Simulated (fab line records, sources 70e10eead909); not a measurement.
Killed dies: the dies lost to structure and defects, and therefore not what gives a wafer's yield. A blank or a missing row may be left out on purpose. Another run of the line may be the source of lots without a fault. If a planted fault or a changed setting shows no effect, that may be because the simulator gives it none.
fab line records ; flow nand-harc
record lots=5; wafers=15; last-day=22
route steps=1159 shown A_ONON_D1@424
lots with no fault: from the same line, run without faults
start-h: the number of hours between the record's first day and the start of the first shown wafer of the lot ; wait-h: hours since the lot's step before ; " identical to the entry in the row above ; L1.1+2: a row that stands for several wafers ; - no value, or no start given ; * or withheld: withheld ; < > ~ a bound
route shown NAME@n: names a module that has steps shown in the file, with the first one's number in the route ; usual: mean/standard deviation of fault-free wafers ; same: alike in all rows ; chamber/n: place in a boat ; sites: the reading at each site ; _std_site: their standard deviation ; _edge_site: inner sites' mean taken away from outer sites' mean ; radius-mm: for every site, how far away it sits from the centre of the wafer ; mask NAME#n: copy n ; behind: tool/chamber where the wafer was last shaped ; hold: reason for holding the lot/hours on hold/outcome of the hold ; device: which transistor (n, p or np) failed to switch ; end of line: tests run on the same wafers once the route is complete ; a step without rows: its recipe alone ; killed: the dies lost at the first sort to structure and to defects; this is not the yield of the wafer ; map: a wafer's dies, marking killed ones x, the rest . and places with no die _
set.NAME: the setting as run; set.NAME@STEP: as run at that earlier step ; model.NAME: the simulator's own value behind a step, which no gauge read
lots at some steps of the route; a table a step, a row a wafer
services: when a tool's chamber went out of use (start-h, in hours from the record's first day, below 0 if earlier), for how many hours, and the reason
## steps
# step NHARC_A_ONON_D1_DEP_00
# recipe target-thk-a=10000; n2-flow-sccm=2750; n2o-flow-sccm=2000; nh3-flow-sccm=500; sih4-flow-sccm=210; temp-c=400
# step NHARC_A_ONON_D1_THK_MEAS_02
# recipe thk-meas-gauge=ellipsometry
# usual thk-nm=1001/10
lot.wafer;tool;chamber;start-h;wait-h;thk-nm
L895.2;film-metro-01;-;153.14;-;996
L895.4;film-metro-01;-;153.14;-;995
L895.6;film-metro-01;-;153.14;-;993
L897.1;film-metro-02;-;164.44;-;996
L897.3;film-metro-02;-;164.44;-;994
L897.4;film-metro-02;-;164.44;-;995
L903.1;film-metro-02;-;205.42;-;995
L903.4;film-metro-02;-;205.42;-;994
L903.6;film-metro-02;-;205.42;-;994
L904.2;film-metro-01;-;221.41;-;1005
L904.3;film-metro-01;-;221.41;-;1004
L904.4;film-metro-01;-;221.41;-;1002
L913.1;film-metro-02;-;261.71;-;1004
L913.3;film-metro-02;-;261.71;-;1002
L913.6;film-metro-02;-;261.71;-;1003
# step NHARC_A_ONON_D1_DEP_03
# recipe target-thk-a=10000; n2-flow-sccm=2750; n2o-flow-sccm=2000; nh3-flow-sccm=500; sih4-flow-sccm=210; temp-c=400
# step NHARC_A_ONON_D1_THK_MEAS_05
# recipe thk-meas-gauge=ellipsometry
# usual thk-nm=1003/9.8
lot.wafer;tool;chamber;start-h;wait-h;thk-nm
L895.2;film-metro-02;-;153.70;-;984
L895.4;film-metro-02;-;153.70;-;985
L895.6;film-metro-02;-;153.70;-;986
L897.1;film-metro-01;-;165.50;-;1009
L897.3;film-metro-01;-;165.50;-;1007
L897.4;film-metro-01;-;165.50;-;1009
L903.1;film-metro-01;-;206.01;-;1016
L903.4;film-metro-01;-;206.01;-;1016
L903.6;film-metro-01;-;206.01;-;1017
L904.2;film-metro-01;-;221.98;-;999
L904.3;film-metro-01;-;221.98;-;1000
L904.4;film-metro-01;-;221.98;-;1000
L913.1;film-metro-02;-;262.28;-;980
L913.3;film-metro-02;-;262.28;-;982
L913.6;film-metro-02;-;262.28;-;981
# step NHARC_A_ONON_D1_DEP_06
# recipe target-thk-a=10000; n2-flow-sccm=2750; n2o-flow-sccm=2000; nh3-flow-sccm=500; sih4-flow-sccm=210; temp-c=400
# step NHARC_A_ONON_D1_THK_MEAS_08
# recipe thk-meas-gauge=ellipsometry
# usual thk-nm=998/9.6
lot.wafer;tool;chamber;start-h;wait-h;thk-nm
L895.2;film-metro-01;-;154.41;-;1010
L895.4;film-metro-01;-;154.41;-;1011
L895.6;film-metro-01;-;154.41;-;1012
L897.1;film-metro-01;-;166.51;-;1002
L897.3;film-metro-01;-;166.51;-;1004
L897.4;film-metro-01;-;166.51;-;1005
L903.1;film-metro-02;-;206.58;-;999
L903.4;film-metro-02;-;206.58;-;998
L903.6;film-metro-02;-;206.58;-;999
L904.2;film-metro-01;-;222.54;-;1002
L904.3;film-metro-01;-;222.54;-;1003
L904.4;film-metro-01;-;222.54;-;1004
L913.1;film-metro-01;-;262.84;-;990
L913.3;film-metro-01;-;262.84;-;988
L913.6;film-metro-01;-;262.84;-;991
# step NHARC_A_ONON_D1_DEP_09
# recipe target-thk-a=10000; n2-flow-sccm=2750; n2o-flow-sccm=2000; nh3-flow-sccm=500; sih4-flow-sccm=210; temp-c=400
# step NHARC_A_ONON_D1_THK_MEAS_11
# recipe thk-meas-gauge=ellipsometry
# usual thk-nm=1002/9.6
lot.wafer;tool;chamber;start-h;wait-h;thk-nm
L895.2;film-metro-01;-;155.10;-;995
L895.4;film-metro-01;-;155.10;-;997
L895.6;film-metro-01;-;155.10;-;997
L897.1;film-metro-01;-;167.08;-;1020
L897.3;film-metro-01;-;167.08;-;1021
L897.4;film-metro-01;-;167.08;-;1019
L903.1;film-metro-01;-;207.16;-;1019
L903.4;film-metro-01;-;207.16;-;1022
L903.6;film-metro-01;-;207.16;-;1021
L904.2;film-metro-02;-;223.10;-;1012
L904.3;film-metro-02;-;223.10;-;1012
L904.4;film-metro-02;-;223.10;-;1012
L913.1;film-metro-01;-;263.41;-;998
L913.3;film-metro-01;-;263.41;-;1000
L913.6;film-metro-01;-;263.41;-;999
# step NHARC_A_ONON_D1_DEP_12
# recipe target-thk-a=10000; n2-flow-sccm=2750; n2o-flow-sccm=2000; nh3-flow-sccm=500; sih4-flow-sccm=210; temp-c=400
# step NHARC_A_ONON_D1_THK_MEAS_14
# recipe thk-meas-gauge=ellipsometry
# usual thk-nm=1000/9.3
lot.wafer;tool;chamber;start-h;wait-h;thk-nm
L895.2;film-metro-02;-;155.80;-;992
L895.4;film-metro-02;-;155.80;-;989
L895.6;film-metro-02;-;155.80;-;991
L897.1;film-metro-01;-;167.64;-;1008
L897.3;film-metro-01;-;167.64;-;1010
L897.4;film-metro-01;-;167.64;-;1009
L903.1;film-metro-02;-;207.75;-;999
L903.4;film-metro-02;-;207.75;-;1003
L903.6;film-metro-02;-;207.75;-;1002
L904.2;film-metro-02;-;223.67;-;1014
L904.3;film-metro-02;-;223.67;-;1015
L904.4;film-metro-02;-;223.67;-;1015
L913.1;film-metro-01;-;263.98;-;989
L913.3;film-metro-01;-;263.98;-;991
L913.6;film-metro-01;-;263.98;-;988
# step NHARC_A_ONON_D1_ANNEAL_15
# recipe temp-c=750; time-s=3600
# step NHARC_A_ONON_D1_DEP_16
# recipe target-thk-a=10000; n2-flow-sccm=2750; n2o-flow-sccm=2000; nh3-flow-sccm=500; sih4-flow-sccm=210; temp-c=400
lot.wafer;tool;chamber;start-h;wait-h
L895.2+4+6;pecvd-onon-04;0;162.35;0.1
L897.1+3+4;pecvd-onon-02;0;175.18;0.1
L903.1+4+6;pecvd-onon-02;0;214.33;0.1
L904.2+3+4;pecvd-onon-03;0;230.29;0.1
L913.1+3+6;pecvd-onon-04;0;270.55;0.1
# step NHARC_A_ONON_D1_THK_MEAS_18
# recipe thk-meas-gauge=ellipsometry
# usual thk-nm=1002/13
lot.wafer;tool;chamber;start-h;wait-h;thk-nm
L895.2;film-metro-02;-;162.81;-;989
L895.4;film-metro-02;-;162.81;-;987
L895.6;film-metro-02;-;162.81;-;989
L897.1;film-metro-02;-;175.69;-;995
L897.3;film-metro-02;-;175.69;-;994
L897.4;film-metro-02;-;175.69;-;998
L903.1;film-metro-01;-;214.84;-;1004
L903.4;film-metro-01;-;214.84;-;1004
L903.6;film-metro-01;-;214.84;-;1003
L904.2;film-metro-02;-;230.73;-;1017
L904.3;film-metro-02;-;230.73;-;1013
L904.4;film-metro-02;-;230.73;-;1016
L913.1;film-metro-01;-;271.07;-;525
L913.3;film-metro-01;-;271.07;-;995
L913.6;film-metro-01;-;271.07;-;995
# step NHARC_A_ONON_D1_DEP_19
# recipe target-thk-a=10000; n2-flow-sccm=2750; n2o-flow-sccm=2000; nh3-flow-sccm=500; sih4-flow-sccm=210; temp-c=400
## services
tool;chamber;start-h;hours;kind
pecvd-onon-03;-;153.00;13.0;pm
pecvd-onon-04;-;237.00;13.0;pm
## key
first-sign step=NHARC_A_ONON_D1_THK_MEAS_18; reading=thk-nm; direction=down; sigmas=38; usual=1002; struck=525
effect none on later readings
met-at NHARC_A_ONON_D1_DEP_16
struck-wafers L913.1
later-rows-left-out L913.1
sort-left-out L913.1
tester-left-out L913
onset-between 162.35 270.55
fault kind=process-parameter-drift; tool=pecvd-onon-04; chamber=-; onset-h=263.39; steps=NHARC_A_ONON_D1_DEP_16; channel=target-thk-a; offset=*; shape=step; end-h=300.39; scope=struck-wafers-only; acts-in=*; stated=*
# tester-left-out: of these lots the tester's yield and bins aren't shown, on N5 and GAA mostly nor the transistor test; their killed dies are dies lost to structure and defects alone, not to doping, threshold or leakage, so they don't give the yield
# sort-left-out: the simulated sort isn't trusted on such a fault, so these wafers' sort isn't shown, and their yield isn't known
# later-rows-left-out: the simulator's readings of these wafers behind a module that went badly wrong aren't trusted and aren't shown, but for the sort
